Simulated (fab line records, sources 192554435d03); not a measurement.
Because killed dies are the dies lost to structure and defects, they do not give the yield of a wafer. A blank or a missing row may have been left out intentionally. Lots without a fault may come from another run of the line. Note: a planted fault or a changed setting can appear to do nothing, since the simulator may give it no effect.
Chamber matching -- flow n5-finfet -- ald-sin-04 running N5_DUMMY_GATE_ALD_02: 4 sister chambers
The step deposits SiO2, target thk 2 nm, pulse time 1 s. 15 wafers are shown with their chamber, then 7 later ones without.

## EACH WAFER AND ITS CHAMBER
wafer,chamber,heater-power-outer-w (W),heater-power-w (W),precursor-pulse-height-rel
L315.2,2,255,421,1.035
L315.3,3,309,524,0.971
L315.4,1,262,474,1.027
L317.1,2,257,426,1.029
L317.2,3,312,526,0.983
L317.4,0,225,425,0.977
L319.2,3,308,524,1.016
L319.5,2,253,418,1.014
L319.6,1,264,494,0.990
L326.2,2,254,432,1.007
L326.6,1,255,488,1.015
L327.2,3,300,529,1.003
L327.5,0,216,418,1.000
L330.1,2,250,424,1.015
L330.4,3,313,538,1.033

SIGNATURES (means of the wafers above)
reading,chamber 0,chamber 1,chamber 2,chamber 3,scatter within a chamber
heater-power-outer-w,220.50,260.33,253.80,308.40,4.44
heater-power-w,421.50,485.33,424.20,528.20,6.64
precursor-pulse-height-rel,0.98850,1.01067,1.02000,1.00120,0.019
Rule: for each reading, subtract the chamber's mean from the wafer's reading, divide by that reading's scatter and square the result; add these up over the readings and take the root, which gives the wafer's distance from the chamber. If the next closest chamber is less than 2 further off than the closest, the wafer can't be placed; otherwise it belongs to the closest. The scatter: the root of (the sum of the squares of (reading less its chamber's mean) over the shown wafers, divided by (wafers less chambers)).

## WAFERS WITH NO CHAMBER GIVEN
wafer,heater-power-outer-w (W),heater-power-w (W),precursor-pulse-height-rel
L330.6,307,514,1.000
L335.4,306,523,0.990
L335.5,251,427,1.029
L335.6,318,519,0.968
L337.1,262,490,0.975
L337.3,309,530,1.045
L337.4,255,428,0.986

## WHICH CHAMBER EACH WENT THROUGH
wafer,from the rows above,in truth
L330.6,3,3
L335.4,3,3
L335.5,2,2
L335.6,3,3
L337.1,1,1
L337.3,3,3
L337.4,2,2
Correctly placed: 7 of 7. Can't be placed from these rows: 0. Number placed wrongly: 0.
